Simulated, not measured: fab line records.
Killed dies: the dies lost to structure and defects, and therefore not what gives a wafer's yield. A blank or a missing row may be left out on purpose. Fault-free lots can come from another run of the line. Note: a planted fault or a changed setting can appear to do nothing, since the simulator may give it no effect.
Matching of chambers	flow n5_finfet	N5_BEOL_M12_CMP_49 on cmp-04 has 4 sister chambers
The step polishes, stops on SiOC, t overpolish 20.6 s, target thk 320 nm. 16 wafers are shown with their chamber, then 8 later ones without.

== WAFERS, EACH WITH ITS CHAMBER ==
wafer	chamber	motor_current_A (A)	clearing_platen_down_force_psi (psi)	overpolish_run_s (s)
L076.3	3	7.0	1.4981	20.594
L076.4	0	5.7	1.4969	20.625
L076.5	1	5.4	1.4985	20.610
L077.3	3	7.2	1.4976	20.594
L077.4	0	5.7	1.4964	20.615
L077.5	3	7.1	1.4992	20.593
L080.2	2	6.0	1.5001	20.590
L080.4	0	5.8	1.4996	20.594
L080.6	2	5.8	1.5034	20.605
L083.1	2	6.0	1.4999	20.580
L083.2	1	5.3	1.5026	20.589
L083.6	0	5.6	1.4971	20.600
L086.2	0	5.6	1.5025	20.589
L086.3	3	7.1	1.4998	20.601
L086.4	1	5.2	1.5022	20.604
L091.3	0	5.7	1.4995	20.624

SIGNATURES (means of the wafers above)
reading	chamber 0	chamber 1	chamber 2	chamber 3	scatter within a chamber
motor_current_A	5.683	5.300	5.933	7.100	0.089
clearing_platen_down_force_psi	1.498667	1.501100	1.501133	1.498675	0.002
overpolish_run_s	20.60783	20.60100	20.59167	20.59550	0.0123
Rule: a wafer's distance from a chamber is the root of the sum, over the readings, of the square of ((its reading less the chamber's mean) divided by the reading's scatter). If the next closest chamber is less than 2 further off than the closest, the wafer can't be placed; otherwise it belongs to the closest. The scatter: the root of (the sum of the squares of (reading less its chamber's mean) over the shown wafers, divided by (wafers less chambers)).

== WAFERS WHOSE CHAMBER IS MISSING ==
wafer	motor_current_A (A)	clearing_platen_down_force_psi (psi)	overpolish_run_s (s)
L091.4	7.2	1.5042	20.610
L091.5	7.5	1.4979	20.611
L095.1	5.6	1.5042	20.610
L095.2	6.0	1.4944	20.611
L095.3	5.2	1.4971	20.603
L096.1	7.1	1.5015	20.600
L096.2	5.9	1.4961	20.590
L096.4	6.2	1.4999	20.588

== WHICH CHAMBER EACH WENT THROUGH ==
wafer	from the rows above	in truth
L091.4	3	3
L091.5	3	3
L095.1	can't be placed: 0 or 1 or 2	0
L095.2	can't be placed: 2 or 0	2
L095.3	1	1
L096.1	3	3
L096.2	can't be placed: 2 or 0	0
L096.4	2	2
Placed correctly: 5 of 8. Not placeable from these rows: 3 (in 3, the candidates include the true chamber). Placed wrongly: 0.
